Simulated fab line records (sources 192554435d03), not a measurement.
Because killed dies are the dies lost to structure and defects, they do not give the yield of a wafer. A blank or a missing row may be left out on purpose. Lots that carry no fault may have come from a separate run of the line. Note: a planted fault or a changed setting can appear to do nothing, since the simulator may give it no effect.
fab line records	flow n5-finfet
record: lots: 6	wafers: 17	last-day: 18
route steps=1938 shown FIN_SAQP@120 FIN_CUT@154 PASSIVATION@1936
lots that met no fault: taken from a fault-free run of the same line
start-h: start of the lot's first displayed wafer, in hours after the record's first day	wait-h: how many hours have passed since the lot's step before this one	" unchanged from the row above	L1.1+2: a row that stands for several wafers	- value missing, or start not given	* or withheld: withheld	< > ~ a bound
route shown NAME@n: names a module that has steps shown in the file, with the first one's number in the route	usual: the fault-free wafers' mean and standard deviation	same: alike in all rows	chamber/n: place in a boat	sites: the reading at each site	_std_site: the standard deviation of these	_edge_site: the outer-site mean with the inner-site mean subtracted	radius-mm: how far each site lies from the wafer's centre	mask NAME#n: copy n	behind: tool/chamber where the wafer was last shaped	hold: cause of the lot's hold/its duration in hours/its outcome	device: the n, p or np transistor that did not switch	end of line: the tests these same wafers got at the end of their route	step lacking rows: just its recipe	killed: count of dies lost to structure and defects at first sort (not the wafer's yield)	map: per-die view of a wafer (x killed, . not killed, _ where there is no die)
set.NAME: the setting that was run; set.NAME@STEP: the one run at that earlier step	model.NAME: the simulator's own value behind a step, which no gauge read
certain route steps with their lots: each step a table, each wafer a row
services: when a tool's chamber went out of use (start-h, in hours from the record's first day, below 0 if earlier), for how many hours, and the reason
== steps ==
step: N5_FIN_SAQP_MANDREL_ETCH_22
recipe: target-depth-a: 600	chemistry: HBr/Cl2	target: a-Si	stop-on: SiNx	bt-time-s: 10	over-etch-frac: 0.5	time-s: 30	pressure-mtorr: 10	icp-w: 800	bias-w: 75	HBr_flow_sccm: 150	Cl2_flow_sccm: 80	ends: end-point
step: N5_FIN_SAQP_STRIP_55
recipe: chemistry: N2/H2	power-w: 500	temp-c: 40	pressure-mtorr: 50	rf-frequency-hz: 6e+07	overash-fraction: 0.3	bias-power-w: 28	h2-frac: 0.5	n2-flow-sccm: 300	h2-flow-sccm: 300
step: N5_FIN_SAQP_STRIP_23
recipe: chemistry: SPM	time-s: 750	temp-c: 130	h2so4-h2o2-vol-ratio: 4
step: N5_FIN_SAQP_SRD_66
recipe: dry: ipa-marangoni	time-s: 30	temp-c: 23	rinse-liquid: diw
step: N5_FIN_SAQP_RECESS_75
recipe: chemistry: HF/NH3	target: SiO2	target-depth-a: 144	afs-cycles: 3	temp-c: 30	sublimation-temp-c: 180	sublimation-time-s: 60
step: N5_FIN_SAQP_SPACER1_ALD_24
recipe: material: SiO2	target-thk-a: 203	temp-c: 300	ald-precursor-family: BDEAS	ald-co-reactant: O2-plasma	pulse-time-s: 1	purge-time-s: 2	co-reactant-purge-time-s: 2	ald-cycles: 218	pressure-torr: 2
step: N5_FIN_SAQP_SPACER1_ETCHBACK_25
recipe: chemistry: CHF3/O2	mode: anisotropic-etchback	target: SiO2	target-depth-a: 244	time-s: 12.2	pressure-mtorr: 30	source-w: 650	bias-w: 170	Ar_flow_sccm: 200	CHF3_flow_sccm: 50	O2_flow_sccm: 5	ion-energy-ev: 200
usual: drypump-motor-current-A: 5.6/0.46	oes-product-au: 0.78/0.087	rf-vpp-V: 522/10	showerhead-plenum-p-Torr: 2.43/0.089	throttle-valve-pct: 18.84/0.17
lot.wafer	tool	chamber	start-h	wait-h	drypump-motor-current-A	oes-product-au	rf-hours-counter-h	rf-vpp-V	showerhead-plenum-p-Torr	throttle-valve-pct
L631.1	rie-diel-04	3	47.45	0.4	5.8	0.77	116	520	2.44	18.76
L631.3	"	2	"	"	5.7	0.93	11	515	2.39	18.67
L631.6	"	3	"	"	5.8	0.78	-	521	2.44	18.77
L638.3	rie-diel-04	3	89.62	0.4	5.8	0.79	120	520	2.44	18.78
L638.4	"	2	"	"	5.8	0.89	29	514	2.38	18.70
L638.5	"	2	"	"	5.8	0.89	-	515	2.38	18.69
L639.2	rie-diel-01	0	96.54	0.4	4.9	0.74	165	534	2.41	18.98
L639.3	"	1	"	"	5.3	0.71	216	530	2.37	18.99
L641.3	rie-diel-02	3	107.99	0.4	5.7	0.70	211	525	2.50	18.79
L641.4	"	0	"	"	5.3	0.75	161	515	2.42	18.80
L641.6	"	1	"	"	5.7	0.80	-	524	2.34	18.76
L644.1	rie-diel-04	3	125.57	0.4	5.8	0.77	135	518	2.43	18.80
L644.2	"	1	"	"	6.4	0.71	213	506	2.47	19.07
L644.4	"	2	"	"	5.8	0.86	-	515	2.37	18.72
L649.2	rie-diel-02	3	156.04	0.4	5.6	0.69	226	525	2.49	18.83
L649.4	"	2	"	"	5.9	0.69	215	505	2.29	19.16
L649.6	"	3	"	"	5.6	0.69	-	526	2.50	18.81
step: N5_FIN_SAQP_MANDREL1_REMOVE_56
recipe: chemistry: HBr/Cl2/O2	bt-time-s: 10	target: a-Si	stop-on: SiNx	endpoint: OES-SiCl	over-etch-frac: 1	icp-w: 600	bias-w: 22	HBr_flow_sccm: 150	Cl2_flow_sccm: 80	O2_flow_sccm: 5	pressure-mtorr: 10
step: N5_FIN_SAQP_CD_MEAS_27
recipe: target-cd-nm: 20	landing-energy-ev: 1000	detector: se-inlens	polarity: line
usual: cd-nm: 20.30/0.23
same: landing-energy-ev: 1000
lot.wafer	tool	chamber	start-h	wait-h	cd-nm
L631.1	cd-sem-01	0	47.65	0.1	20.79
L631.3	"	0	"	"	20.65
L631.6	"	0	"	"	20.34
L638.3	cd-sem-01	0	89.83	0.1	20.13
L638.4	"	0	"	"	20.54
L638.5	"	0	"	"	20.46
L639.2	cd-sem-03	0	96.74	0.1	19.89
L639.3	"	0	"	"	20.47
L641.3	cd-sem-01	0	108.20	0.1	19.90
L641.4	"	0	"	"	20.26
L641.6	"	0	"	"	20.01
L644.1	cd-sem-03	0	125.77	0.1	20.36
L644.2	"	0	"	"	20.32
L644.4	"	0	"	"	20.31
L649.2	cd-sem-01	0	156.24	0.1	20.67
L649.4	"	0	"	"	19.99
L649.6	"	0	"	"	20.54
step: N5_FIN_SAQP_ETCH_57
recipe: chemistry: CH3F/O2	target: SiNx	mask-material: SiO2	target-depth-a: 325	time-s: 46.4	pressure-mtorr: 30	source-w: 395	bias-w: 73	Ar_flow_sccm: 150	CH3F_flow_sccm: 30	O2_flow_sccm: 20	ion-energy-ev: 120	ends: cleared
usual: drypump-motor-current-A: 5.7/0.43	etch-rf-on-time-s: 46.4/1.1	oes-product-au: 0.67/0.078	rf-vpp-V: 296/5.6	showerhead-plenum-p-Torr: 2.01/0.074	throttle-valve-pct: 16.29/0.18
lot.wafer	tool	chamber	start-h	wait-h	drypump-motor-current-A	etch-rf-on-time-s	oes-product-au	rf-hours-counter-h	rf-vpp-V	showerhead-plenum-p-Torr	throttle-valve-pct
L631.1	rie-diel-01	1	47.70	0.0	5.3	46.0	0.62	198	299	1.97	16.45
L631.3	"	3	"	"	4.9	45.2	0.81	8	295	2.13	15.93
L631.6	"	3	"	"	4.9	46.3	0.82	-	295	2.13	15.96
L638.3	rie-diel-04	3	89.95	0.1	5.8	45.6	0.67	120	295	2.02	16.21
L638.4	"	0	"	"	5.7	47.8	0.58	243	299	1.88	16.37
L638.5	"	0	"	"	5.7	48.0	0.59	-	299	1.88	16.38
L639.2	rie-diel-04	0	96.85	0.1	5.7	46.7	0.58	246	299	1.87	16.37
L639.3	"	3	"	"	5.8	46.6	0.67	122	294	2.02	16.21
L641.3	rie-diel-04	2	108.24	0.0	5.7	45.7	0.75	35	292	1.97	16.14
L641.4	"	0	"	"	5.7	46.9	0.58	-	298	1.87	16.39
L641.6	"	3	"	"	5.8	45.1	0.67	-	295	2.02	16.22
L644.1	rie-diel-04	1	125.82	0.0	6.4	46.8	0.61	213	286	2.05	16.51
L644.2	"	2	"	"	5.8	46.0	0.75	44	291	1.97	16.18
L644.4	"	2	"	"	5.7	47.5	0.74	-	291	1.97	16.16
L649.2	rie-diel-04	1	156.36	0.1	6.4	48.2	0.60	227	286	2.05	16.54
L649.4	"	3	"	"	5.8	45.8	0.65	148	296	2.01	16.26
L649.6	"	1	"	"	6.4	48.4	0.59	-	288	2.05	16.56
step: N5_FIN_SAQP_ETCH_65
recipe: chemistry: CF4	target: SiO2	target-depth-a: 40	ion-energy-ev: 350	time-s: 4.4	pressure-mtorr: 10	icp-w: 800	bias-w: 400	cf4-flow-sccm: 80
step: N5_FIN_SAQP_MANDREL_ETCH_58
recipe: chemistry: HBr/Cl2	target: a-Si	target-depth-a: 450	bt-time-s: 10	stop-on: SiNx	mask-material: SiO2	over-etch-frac: 0.8	time-s: 27	pressure-mtorr: 10	icp-w: 800	bias-w: 75	HBr_flow_sccm: 150	Cl2_flow_sccm: 80	ends: end-point
step: N5_FIN_SAQP_RECESS_63
recipe: chemistry: HF/NH3	target: SiO2	target-depth-a: 180	afs-cycles: 3	temp-c: 30	sublimation-temp-c: 180	sublimation-time-s: 60
usual: drypump-motor-current-A: 5.6/0.6	temp-c: 30.01/0.11
lot.wafer	tool	chamber	start-h	wait-h	drypump-motor-current-A	temp-c
L631.1	vapor-etch-02	1	47.92	0.1	6.4	29.96
L631.3	"	0	"	"	5.0	29.95
L631.6	"	0	"	"	5.0	29.96
L638.3	vapor-etch-02	1	90.29	0.2	6.4	29.92
L638.4	"	0	"	"	5.0	30.09
L638.5	"	0	"	"	5.0	30.05
L639.2	vapor-etch-02	0	97.07	0.1	4.9	30.06
L639.3	"	0	"	"	4.9	30.12
L641.3	vapor-etch-01	1	108.58	0.2	5.4	30.23
L641.4	"	0	"	"	5.8	30.10
L641.6	"	1	"	"	5.4	29.96
L644.1	vapor-etch-02	1	126.04	0.1	6.4	29.70
L644.2	"	0	"	"	5.0	29.82
L644.4	"	0	"	"	4.9	29.91
L649.2	vapor-etch-01	0	156.58	0.1	5.8	29.92
L649.4	"	1	"	"	5.4	29.85
L649.6	"	1	"	"	5.4	30.03
step: N5_FIN_SAQP_COAT_68
recipe: resist: SOC	temp-c: 250	time-s: 60	spin-rpm: 1500	resist-thk-nm: 100
step: N5_FIN_SAQP_ETCH_69
recipe: chemistry: N2/H2	target: SOC	target-depth-a: 1500	stop-on: SiNx	ion-energy-ev: 100	bias-w: 61	pressure-mtorr: 30	source-w: 850	n2-flow-sccm: 200	h2-flow-sccm: 200
step: N5_FIN_SAQP_ETCH_67
recipe: chemistry: CH3F/O2	target: SiNx	target-depth-a: 300	mask-material: SOC	pressure-mtorr: 30	source-w: 395	bias-w: 73	Ar_flow_sccm: 150	CH3F_flow_sccm: 30	O2_flow_sccm: 20	ion-energy-ev: 120
step: N5_FIN_SAQP_STRIP_70
recipe: chemistry: N2/H2	power-w: 500	temp-c: 40	pressure-mtorr: 50	rf-frequency-hz: 6e+07	overash-fraction: 0.3	bias-power-w: 28	h2-frac: 0.5	n2-flow-sccm: 300	h2-flow-sccm: 300
step: N5_FIN_SAQP_RECESS_71
recipe: chemistry: HF/NH3	target: SiO2	target-depth-a: 30	afs-cycles: 1	temp-c: 30	sublimation-temp-c: 180	sublimation-time-s: 60
usual: drypump-motor-current-A: 5.6/0.53	temp-c: 30.01/0.12
lot.wafer	tool	chamber	start-h	wait-h	drypump-motor-current-A	temp-c
L631.1	vapor-etch-02	0	48.65	0.0	4.9	30.13
L631.3	"	1	"	"	6.4	30.04
L631.6	"	0	"	"	4.9	29.93
L638.3	vapor-etch-01	1	90.82	0.1	5.4	30.19
L638.4	"	0	"	"	5.8	29.89
L638.5	"	1	"	"	5.4	30.24
L639.2	vapor-etch-02	0	97.68	0.0	4.9	30.11
L639.3	"	0	"	"	5.0	30.06
L641.3	vapor-etch-01	0	109.22	0.2	5.8	30.14
L641.4	"	1	"	"	5.4	29.85
L641.6	"	0	"	"	5.8	30.22
L644.1	vapor-etch-02	0	126.65	0.0	4.9	30.07
L644.2	"	1	"	"	6.4	29.89
L644.4	"	1	"	"	6.4	29.79
L649.2	vapor-etch-01	0	157.23	0.0	5.8	29.92
L649.4	"	0	"	"	5.8	29.91
L649.6	"	0	"	"	5.8	30.05
step: N5_FIN_SAQP_SPACER2_ALD_28
recipe: material: SiO2	target-thk-a: 81	temp-c: 300	ald-precursor-family: BDEAS	ald-co-reactant: O2-plasma	pulse-time-s: 1	purge-time-s: 2	co-reactant-purge-time-s: 2	pressure-torr: 2
step: N5_FIN_SAQP_SPACER2_ETCHBACK_29
recipe: chemistry: CHF3/O2	mode: anisotropic-etchback	target: SiO2	target-depth-a: 122	time-s: 6.1	pressure-mtorr: 30	source-w: 650	bias-w: 170	Ar_flow_sccm: 200	CHF3_flow_sccm: 50	O2_flow_sccm: 5	ion-energy-ev: 200
step: N5_FIN_SAQP_MANDREL2_REMOVE_60
recipe: chemistry: HBr/Cl2/O2	bt-time-s: 10	target: a-Si	stop-on: SiNx	endpoint: OES-SiCl	over-etch-frac: 1	icp-w: 600	bias-w: 22	HBr_flow_sccm: 150	Cl2_flow_sccm: 80	O2_flow_sccm: 5	pressure-mtorr: 10
step: N5_FIN_SAQP_CD_MEAS_31
recipe: target-cd-nm: 8	landing-energy-ev: 1000	detector: se-inlens	polarity: line
usual: cd-nm: 8.08/0.2
same: landing-energy-ev: 1000
lot.wafer	tool	chamber	start-h	wait-h	cd-nm
L631.1	cd-sem-03	0	49.55	0.1	8.22
L631.3	"	0	"	"	7.98
L631.6	"	0	"	"	8.00
L638.3	cd-sem-02	0	91.45	0.1	8.33
L638.4	"	0	"	"	8.14
L638.5	"	0	"	"	8.42
L639.2	cd-sem-03	0	98.55	0.1	8.04
L639.3	"	0	"	"	8.02
L641.3	cd-sem-02	0	110.57	0.1	8.20
L641.4	"	0	"	"	8.04
L641.6	"	0	"	"	8.18
L644.1	cd-sem-02	0	127.84	0.1	7.95
L644.2	"	0	"	"	8.13
L644.4	"	0	"	"	7.94
L649.2	cd-sem-01	0	157.90	0.1	7.86
L649.4	"	0	"	"	7.55
L649.6	"	0	"	"	7.88
step: N5_FIN_SAQP_HM_OPEN_33
recipe: chemistry: CH3F/O2	target: SiNx	mask-material: SiO2	target-depth-a: 494	time-s: 70.6	pressure-mtorr: 30	source-w: 395	bias-w: 73	Ar_flow_sccm: 150	CH3F_flow_sccm: 30	O2_flow_sccm: 20	ion-energy-ev: 120	ends: cleared
step: N5_FIN_SAQP_ETCH_34
recipe: chemistry: C4F6/O2	target: SiO2	target-depth-a: 450	time-s: 15	ion-energy-ev: 250	pressure-mtorr: 30	source-w: 345	bias-w: 185	Ar_flow_sccm: 300	C4F6_flow_sccm: 10	O2_flow_sccm: 10	ends: cleared
usual: drypump-motor-current-A: 5.6/0.5	etch-rf-on-time-s: 15.03/0.25	oes-product-au: 0.68/0.08	rf-vpp-V: 663/13	showerhead-plenum-p-Torr: 2.87/0.1	throttle-valve-pct: 21.01/0.15
lot.wafer	tool	chamber	start-h	wait-h	drypump-motor-current-A	etch-rf-on-time-s	oes-product-au	rf-hours-counter-h	rf-vpp-V	showerhead-plenum-p-Torr	throttle-valve-pct
L631.1	rie-diel-01	3	49.67	0.0	4.9	14.64	0.82	9	658	3.02	20.70
L631.3	"	2	"	"	6.4	14.80	0.85	2	685	3.05	20.95
L631.6	"	1	"	"	5.3	15.04	0.62	-	673	2.81	21.10
L638.3	rie-diel-04	0	91.60	0.0	5.7	15.30	0.59	244	668	2.67	20.98
L638.4	"	2	"	"	5.8	15.12	0.76	30	654	2.82	20.92
L638.5	"	1	"	"	6.4	15.23	0.62	-	641	2.92	21.17
L639.2	rie-diel-04	3	98.66	0.0	5.8	14.88	0.66	123	662	2.88	21.00
L639.3	"	0	"	"	5.7	15.36	0.58	247	668	2.67	20.96
L641.3	rie-diel-02	1	110.69	0.0	5.7	14.80	0.69	109	666	2.77	20.97
L641.4	"	2	"	"	5.9	15.26	0.60	201	641	2.71	21.29
L641.6	"	0	"	"	5.3	14.97	0.64	-	655	2.86	21.00
L644.1	rie-diel-01	0	127.96	0.0	4.9	15.05	0.63	177	679	2.84	21.16
L644.2	"	2	"	"	6.4	14.70	0.77	28	685	3.04	21.00
L644.4	"	3	"	"	4.9	14.68	0.76	37	658	3.00	20.73
L649.2	rie-diel-01	1	158.01	0.0	5.3	14.91	0.60	238	673	2.79	21.18
L649.4	"	3	"	"	4.9	14.76	0.74	48	659	3.00	20.75
L649.6	"	2	"	"	6.4	14.70	0.77	-	685	3.03	21.01
step: N5_FIN_SAQP_STRIP_77
recipe: chemistry: N2/H2	time-s: 90	power-w: 100	temp-c: 40	pressure-mtorr: 100	rf-frequency-hz: 6e+07	bias-power-w: 3	n2-flow-sccm: 300	h2-flow-sccm: 300
usual: drypump-motor-current-A: 5.6/0.5	oes-product-au: 0.80/0.096	rf-vpp-V: 45.3/0.95	showerhead-plenum-p-Torr: 3.40/0.12	temp-c: 40.00/0.12	throttle-valve-pct: 12.18/0.25
lot.wafer	tool	chamber	start-h	wait-h	drypump-motor-current-A	oes-product-au	rf-hours-counter-h	rf-vpp-V	showerhead-plenum-p-Torr	temp-c	throttle-valve-pct
L631.1	rie-diel-01	3	49.69	0.0	4.9	0.95	9	45.9	3.60	40.05	11.82
L631.3	"	2	"	"	6.4	0.99	2	45.2	3.61	40.01	11.97
L631.6	"	1	"	"	5.3	0.72	-	45.7	3.35	40.06	12.40
L638.3	rie-diel-04	0	91.62	0.0	5.7	0.68	244	45.0	3.21	40.15	12.54
L638.4	"	2	"	"	5.7	0.89	30	45.0	3.31	39.75	11.82
L638.5	"	1	"	"	6.4	0.73	-	45.0	3.47	39.86	12.38
L639.2	rie-diel-04	3	98.68	0.0	5.8	0.78	123	43.7	3.40	40.04	12.23
L639.3	"	0	"	"	5.7	0.67	247	44.4	3.20	40.27	12.55
L641.3	rie-diel-02	1	110.71	0.0	5.7	0.79	109	44.1	3.27	39.86	12.04
L641.4	"	2	"	"	5.9	0.71	201	45.7	3.22	39.92	12.59
L641.6	"	0	"	"	5.3	0.75	-	45.5	3.36	39.82	12.11
L644.1	rie-diel-01	0	127.99	0.0	4.9	0.75	177	44.8	3.34	39.82	12.22
L644.2	"	2	"	"	6.4	0.92	28	46.3	3.60	39.78	12.02
L644.4	"	3	"	"	4.9	0.91	37	45.1	3.59	40.19	11.89
L649.2	rie-diel-01	1	158.04	0.0	5.3	0.70	238	45.6	3.33	39.93	12.50
L649.4	"	3	"	"	4.9	0.88	48	47.1	3.58	39.82	11.92
L649.6	"	2	"	"	6.4	0.91	-	47.3	3.59	39.81	12.08
step: N5_FIN_SAQP_HM_CD_35
recipe: target-cd-nm: 8	polarity: line
usual: cd-nm: 8.14/0.26
lot.wafer	tool	chamber	start-h	wait-h	cd-nm
L631.1	cd-sem-01	-	49.81	0.1	8.08
L631.3	"	-	"	"	7.81
L631.6	"	-	"	"	8.18
L638.3	cd-sem-03	-	91.75	0.1	7.96
L638.4	"	-	"	"	7.91
L638.5	"	-	"	"	8.36
L639.2	cd-sem-03	-	98.81	0.1	7.90
L639.3	"	-	"	"	8.41
L641.3	cd-sem-03	-	110.84	0.1	8.26
L641.4	"	-	"	"	8.19
L641.6	"	-	"	"	8.11
L644.1	cd-sem-02	-	128.11	0.1	8.70
L644.2	"	-	"	"	8.53
L644.4	"	-	"	"	8.59
L649.2	cd-sem-02	-	158.16	0.1	7.77
L649.4	"	-	"	"	8.28
L649.6	"	-	"	"	8.22
step: N5_FIN_SAQP_ETCH_64
recipe: chemistry: CF4	target: SiO2	target-depth-a: 15	ion-energy-ev: 350	pressure-mtorr: 10	icp-w: 800	bias-w: 400	cf4-flow-sccm: 80
step: N5_FIN_SAQP_FIN_ETCH_36
recipe: chemistry: HBr/Cl2/O2	target-depth-a: 1200	mask-material: SiNx	time-s: 50.4	bias-w: 102	pressure-mtorr: 10	icp-w: 800	HBr_flow_sccm: 150	Cl2_flow_sccm: 80	O2_flow_sccm: 12
step: N5_FIN_SAQP_CD_MEAS_37
recipe: target-cd-nm: 8	polarity: line
usual: cd-nm: 8.16/0.27
lot.wafer	tool	chamber	start-h	wait-h	cd-nm
L631.1	cd-sem-01	-	50.00	0.1	7.99
L631.3	"	-	"	"	7.95
L631.6	"	-	"	"	8.35
L638.3	cd-sem-01	-	91.94	0.1	8.13
L638.4	"	-	"	"	8.22
L638.5	"	-	"	"	8.54
L639.2	cd-sem-03	-	99.00	0.1	8.06
L639.3	"	-	"	"	8.41
L641.3	cd-sem-03	-	111.03	0.1	8.12
L641.4	"	-	"	"	7.90
L641.6	"	-	"	"	7.80
L644.1	cd-sem-03	-	128.30	0.1	8.23
L644.2	"	-	"	"	8.54
L644.4	"	-	"	"	8.61
L649.2	cd-sem-03	-	158.35	0.1	7.74
L649.4	"	-	"	"	7.82
L649.6	"	-	"	"	8.01
step: N5_FIN_SAQP_PRECLEAN_38
recipe: chemistry: O3/DIW	time-s: 45	temp-c: 22	o3-ppm: 10
step: N5_FIN_SAQP_PRECLEAN_45
recipe: chemistry: dHF	time-s: 10	dilution: 500:1	temp-c: 25
step: N5_FIN_SAQP_SRD_39
recipe: dry: ipa-marangoni	time-s: 30	temp-c: 23	rinse-liquid: diw
step: N5_FIN_SAQP_OCD_MEAS_76
usual: trench-depth-nm: 120.3/1.6
lot.wafer	tool	chamber	start-h	wait-h	trench-depth-nm
L631.1	ocd-01	-	50.10	0.0	122.9
L631.3	"	-	"	"	121.1
L631.6	"	-	"	"	120.0
L638.3	ocd-01	-	92.04	0.0	119.6
L638.4	"	-	"	"	122.0
L638.5	"	-	"	"	121.3
L639.2	ocd-01	-	99.10	0.0	118.4
L639.3	"	-	"	"	121.1
L641.3	ocd-01	-	111.12	0.0	122.4
L641.4	"	-	"	"	119.0
L641.6	"	-	"	"	119.4
L644.1	ocd-02	-	128.40	0.0	122.2
L644.2	"	-	"	"	118.8
L644.4	"	-	"	"	121.3
L649.2	ocd-02	-	158.45	0.0	120.7
L649.4	"	-	"	"	122.3
L649.6	"	-	"	"	121.5
step: N5_FIN_SAQP_INSPECT_40
recipe: inspect-instrument: brightfield	mode: aei
usual: raw-defect-count: 222/64
lot.wafer	tool	chamber	start-h	wait-h	raw-defect-count
L631.1	defect-inspect-01	-	50.13	0.0	156
L631.3	"	-	"	"	131
L631.6	"	-	"	"	132
L638.3	defect-inspect-02	-	92.07	0.0	153
L638.4	"	-	"	"	207
L638.5	"	-	"	"	127
L639.2	defect-inspect-02	-	99.13	0.0	699
L639.3	"	-	"	"	657
L641.3	defect-inspect-01	-	111.15	0.0	290
L641.4	"	-	"	"	411
L641.6	"	-	"	"	253
L644.1	defect-inspect-01	-	128.43	0.0	193
L644.2	"	-	"	"	578
L644.4	"	-	"	"	656
L649.2	defect-inspect-01	-	158.48	0.0	324
L649.4	"	-	"	"	271
L649.6	"	-	"	"	191
step: N5_FIN_CUT_COAT_18
recipe: resist: SOC	temp-c: 250	time-s: 60	spin-rpm: 1500	resist-thk-nm: 230
step: N5_FIN_CUT_COAT_19
recipe: resist: SiARC	temp-c: 220	time-s: 60	spin-rpm: 1500	resist-thk-nm: 20
step: N5_FIN_CUT_COAT_29
recipe: resist: underlayer	temp-c: 205	time-s: 60	spin-rpm: 1500	resist-thk-nm: 10
step: N5_FIN_CUT_COAT_02
recipe: resist: CAR-EUV	spin-rpm: 1500	resist-thk-nm: 30
step: N5_FIN_CUT_EBR_04
recipe: solvent: PGMEA	ebr-width-mm: 1.5
step: N5_FIN_CUT_SOFTBAKE_03
recipe: temp-c: 110	time-s: 60	resist: CAR-EUV
step: N5_FIN_CUT_EXPOSE_05
recipe: mask-id: FIN_CUT	na: 0.33	source-shape: annular	sigma-inner: 0.35	sigma-outer: 0.8	polarization: unpolarized	dose-mj: 45.75
step: N5_FIN_CUT_PEB_06
recipe: peb-temp-c: 100	peb-time-s: 60	resist: CAR-EUV
step: N5_FIN_CUT_INSPECT_10
recipe: mode: adi	inspect-instrument: brightfield
usual: raw-defect-count: 42/12
lot.wafer	tool	chamber	start-h	wait-h	raw-defect-count
L631.1	defect-inspect-01	-	50.65	0.1	25
L631.3	"	-	"	"	32
L631.6	"	-	"	"	28
L638.3	defect-inspect-01	-	92.46	0.0	28
L638.4	"	-	"	"	40
L638.5	"	-	"	"	16
L639.2	defect-inspect-01	-	99.65	0.0	464
L639.3	"	-	"	"	446
L641.3	defect-inspect-01	-	111.54	0.0	44
L641.4	"	-	"	"	64
L641.6	"	-	"	"	47
L644.1	defect-inspect-02	-	128.82	0.1	46
L644.2	"	-	"	"	419
L644.4	"	-	"	"	467
L649.2	defect-inspect-01	-	159.00	0.0	50
L649.4	"	-	"	"	52
L649.6	"	-	"	"	43
step: N5_PASSIVATION_PROBE_49
usual: defect-limited-yield: 91.1/1.4	killed_at_M0_to_M3: 32/9.3	killed_at_M4_up: 13/5.8	killed-at-contacts: 12/6.3	killed-at-front-end: 44/12	killed-at-other: 3.6/2.7	killed-dies: 104/17	killed-open: 69/13	killed-short: 34/6.9	sort_bin_4_leakage: 0.00/0.031	sort_bin_5_function: 5.2/0.98	sort_bin_6_memory: 3.3/0.59	sort-n-pass: 1075/17	sort-yield-pct: 91.1/1.4
same: gross-dies: 1180	killed-at-back-side: 0	sort_bin_8_speed[%]: 0
lot.wafer	tool	chamber	start-h	wait-h	defect-limited-yield[%]	killed_at_M0_to_M3	killed_at_M4_up	killed-at-contacts	killed-at-front-end	killed-at-other	killed-dies	killed-open	killed-short	sort_bin_4_leakage[%]	sort_bin_5_function[%]	sort_bin_6_memory[%]	sort-n-pass	sort-yield-pct[%]
L644.2	prober-01	-	398.22	0.1	89.7	18	10	17	76	1	122	57	25	0	5.9	3.1	1058	89.7
L644.4	prober-01	-	398.32	0.2	89.7	27	13	14	68	0	122	61	27	0.25	6.1	3.1	1055	89.4
killed by level:class
L644.2 FIN_SAQP:unspecified=40 MOL_CONTACT_COAG:geometric-particle:open=15 FIN_SAQP:geometric-particle:open=13 FIN_SAQP:geometric-particle:short=7 BEOL_M4:geometric-particle:open=7 GATE_CUT:geometric-particle:open=5 GATE_CUT:geometric-particle:short=4 BEOL_M0_SAQP:geometric-particle:open=4
L644.4 FIN_SAQP:unspecified=33 FIN_SAQP:geometric-particle:open=16 MOL_CONTACT_COAG:geometric-particle:open=7 MOL_CONTACT_COAG:geometric-particle:short=7 BEOL_M4:geometric-particle:open=7 FIN_SAQP:geometric-particle:short=5 BEOL_M1:geometric-particle:open=5 BEOL_M2:geometric-particle:open=5
== services ==
tool	chamber	start-h	hours	kind
vapor-etch-01	1	24.99	3.2	repair
rie-diel-01	2	25.29	-	clean
rie-diel-01	2	25.29	-	consumable-replace:focus-ring
rie-diel-01	2	25.29	-	consumable-replace:showerhead
rie-diel-01	2	25.29	19.6	scheduled-down
rie-diel-01	2	25.29	19.6	vent-cycle
rie-diel-04	1	50.04	6.2	repair
rie-diel-04	3	51.04	30.3	repair
rie-diel-02	0	51.06	16.0	repair
rie-diel-02	3	53.76	2.0	repair
rie-diel-01	2	69.28	5.1	repair
rie-diel-01	-	76.56	0.6	repair
rie-diel-04	1	107.92	4.6	repair
rie-diel-04	0	112.71	-	clean
rie-diel-04	0	112.71	-	consumable-replace:focus-ring
rie-diel-04	0	112.71	-	consumable-replace:showerhead
rie-diel-04	0	112.71	17.8	scheduled-down
rie-diel-04	0	112.71	17.8	vent-cycle
== key ==
first-sign: step: N5_FIN_SAQP_INSPECT_40	reading: raw-defect-count	direction: up	sigmas: 6.7	usual: 222	struck: 648
effect: step: N5_FIN_CUT_INSPECT_10	reading: raw-defect-count	direction: up	sigmas: 35	usual: 42	struck: 449
more-kills-born-at: N5_FIN_SAQP_RECESS_63@vapor-etch-02: 73
met-at N5_FIN_SAQP_RECESS_63
struck-wafers L639.2,L639.3,L644.2,L644.4
rows-end L639.2,L639.3
onset-between 90.29 97.07
fault: kind: chamber-particle-source	tool: vapor-etch-02	chamber: 0	onset-h: 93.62	steps: N5_FIN_SAQP_RECESS_63	rate-per-visit-cm2: 0.64065
rows-end: these wafers met a further fault down the route, and their rows from its step on are left out
